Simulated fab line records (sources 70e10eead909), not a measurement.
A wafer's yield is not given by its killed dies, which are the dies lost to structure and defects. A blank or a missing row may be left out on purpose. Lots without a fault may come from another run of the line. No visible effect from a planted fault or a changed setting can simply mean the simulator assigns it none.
Tool commonality check    flow nand harc    41 wafers sampled across 14 lots

THE REASON FOR OPENING IT
Flagged at NHARC_A_ONON_D1_THK_MEAS_21: reading thk nm, on 3 of 14 lots. No-fault wafers: 1000 nm, standard deviation 7.6.
Rule: a lot is flagged in two cases, either no wafer of it has a number, or all its wafers with numbers fall more than 4 standard deviations from that mean. The rest of the lots are taken to be sound.

lot   measured      on             thk nm (nm), wafer by wafer  flag
L599  day 8 07:47   film metro-01  991 992 991                  
L600  day 8 13:05   film metro-01  998 998 997                  
L603  day 8 20:24   film metro-01  997 996 998                  
L606  day 9 12:01   film metro-01  1010 1011 1009               
L605  day 9 12:01   film metro-02  1008 1010 1009               
L607  day 10 02:43  film metro-01  1009 1009 1010               
L608  day 10 02:45  film metro-01  1004 1005 1004               
L611  day 11 06:32  film metro-01  1005 1003 1004               
L613  day 11 22:42  film metro-02  997 996 996                  
L617  day 12 14:05  film metro-01  1779 1779 1781               FLAGGED
L618  day 12 18:53  film metro-01  1766 1768 1768               FLAGGED
L620  day 13 00:24  film metro-01  1773 1773                    FLAGGED
L621  day 13 09:20  film metro-02  1004 1005 1006               
L622  day 13 19:16  film metro-02  989 990 990                  
Averaged over the flagged lots the numbers come to 1773 nm, +773 nm from the usual (+99 or more standard deviations).

LOT BY LOT: THE TOOL USED
The record holds 3 process steps before the reading, out of a route of 1159 steps. Cell contents, in order: the tool; ch with the chambers the sampled wafers went through; the start.
lot   flag     NHARC_P_BONDPAD_ACTIVATE_29         NHARC_A_ZERO_WELL_ETCH_19           NHARC_A_ONON_D1_DEP_19
L599           rie diel-04 ch 0,2,3, day 6 21:28   rie diel-07 ch 0,1,2, day 6 23:00   pecvd onon-04 ch 0, day 8 07:16
L600           rie diel-10 ch 0,1,3, day 7 02:57   rie diel-07 ch 0,2,3, day 7 04:26   pecvd onon-02 ch 0, day 8 12:34
L603           rie diel-04 ch 0,2,3, day 7 11:19   rie diel-07 ch 1,3, day 7 12:40     pecvd onon-02 ch 0, day 8 19:56
L606           rie diel-04 ch 0,2,3, day 8 04:01   rie diel-07 ch 0,3, day 8 05:37     pecvd onon-04 ch 0, day 9 11:34
L605           rie diel-04 ch 0,1,3, day 8 02:41   rie diel-07 ch 0,1,2, day 8 04:03   pecvd onon-02 ch 0, day 9 11:31
L607           rie diel-04 ch 0,1,3, day 8 15:47   rie diel-12 ch 0,1,3, day 8 17:18   pecvd onon-02 ch 0, day 10 02:12
L608           rie diel-09 ch 1,2, day 8 13:11     rie diel-01 ch 0,2,3, day 8 14:40   pecvd onon-04 ch 0, day 10 02:18
L611           rie diel-04 ch 0,3, day 9 21:25     rie diel-07 ch 1,3, day 9 22:53     pecvd onon-03 ch 0, day 11 06:05
L613           rie diel-04 ch 0,1,2, day 10 11:07  rie diel-12 ch 0,1,3, day 10 12:36  pecvd onon-03 ch 0, day 11 22:11
L617  FLAGGED  rie diel-04 ch 1,2,3, day 11 03:02  rie diel-01 ch 0,2,3, day 11 05:00  pecvd onon-04 ch 0, day 12 13:42
L618  FLAGGED  rie diel-04 ch 1,2,3, day 11 07:28  rie diel-01 ch 0,1, day 11 09:02    pecvd onon-04 ch 0, day 12 18:26
L620  FLAGGED  rie diel-04 ch 3, day 11 15:19      rie diel-07 ch 2,3, day 11 16:42    pecvd onon-04 ch 0, day 12 23:57
L621           rie diel-04 ch 1,2,3, day 11 23:43  rie diel-12 ch 0,2, day 12 01:13    pecvd onon-03 ch 0, day 13 08:56
L622           rie diel-04 ch 1,2,3, day 12 04:20  rie diel-01 ch 0,1,3, day 12 05:50  pecvd onon-03 ch 0, day 13 18:46
What these steps do:
- NHARC_P_BONDPAD_ACTIVATE_29: chemistry N2, time 60 s.
- NHARC_A_ZERO_WELL_ETCH_19: etches the open film in N2/H2, target depth 80 nm, overetch 24 nm, time 87.88 s.
- NHARC_A_ONON_D1_DEP_19: target thk 1000 nm.
- NHARC_A_ONON_D1_THK_MEAS_21: measures by ellipsometry.

FLAGGED OVER TOTAL, TOOL BY TOOL (the gauges that took the reading come last)
step                         tool           lots run  flagged  share of the flagged lots  sound lots run after its first flagged lot
NHARC_P_BONDPAD_ACTIVATE_29  rie diel-04    12        3        all                        2 (L621,L622)
NHARC_P_BONDPAD_ACTIVATE_29  rie diel-09    1         0        none                       -
NHARC_P_BONDPAD_ACTIVATE_29  rie diel-10    1         0        none                       -
NHARC_A_ZERO_WELL_ETCH_19    rie diel-01    4         2        some                       1 (L622)
NHARC_A_ZERO_WELL_ETCH_19    rie diel-07    7         1        some                       0
NHARC_A_ZERO_WELL_ETCH_19    rie diel-12    3         0        none                       -
NHARC_A_ONON_D1_DEP_19       pecvd onon-02  4         0        none                       -
NHARC_A_ONON_D1_DEP_19       pecvd onon-03  4         0        none                       -
NHARC_A_ONON_D1_DEP_19       pecvd onon-04  6         3        all                        0
NHARC_A_ONON_D1_THK_MEAS_21  film metro-01  10        3        all                        0
NHARC_A_ONON_D1_THK_MEAS_21  film metro-02  4         0        none                       -

WHAT IS ALLOWED BY THE TABLE
Rows of the table that ran every flagged lot, 3 in all: rie diel-04 at NHARC_P_BONDPAD_ACTIVATE_29, pecvd onon-04 at NHARC_A_ONON_D1_DEP_19, film metro-01 at NHARC_A_ONON_D1_THK_MEAS_21.
- rie diel-04 at NHARC_P_BONDPAD_ACTIVATE_29 ran 12 lots, 3 of them flagged. Sound lots followed the first flagged one (L621, L622) on it, something a lasting fault affecting the whole tool could not allow.
- pecvd onon-04 at NHARC_A_ONON_D1_DEP_19 ran 6 lots, 3 of them flagged. It ran its last sound lot, L608, at day 10 02:18 and its first flagged lot, L617, at day 12 13:42: a fault with its onset between the two fits.
- film metro-01 at NHARC_A_ONON_D1_THK_MEAS_21 ran 10 lots, 3 of them flagged. It ran its last sound lot, L611, at day 11 06:32 and its first flagged lot, L617, at day 12 14:05: a fault with its onset between the two fits.
Counting lots can't tell these 2 tools apart, because each fits a fault that began at some hour. More lots, or a look at what each step does to the wafer, might.

WHAT THE SIMULATOR PUT IN
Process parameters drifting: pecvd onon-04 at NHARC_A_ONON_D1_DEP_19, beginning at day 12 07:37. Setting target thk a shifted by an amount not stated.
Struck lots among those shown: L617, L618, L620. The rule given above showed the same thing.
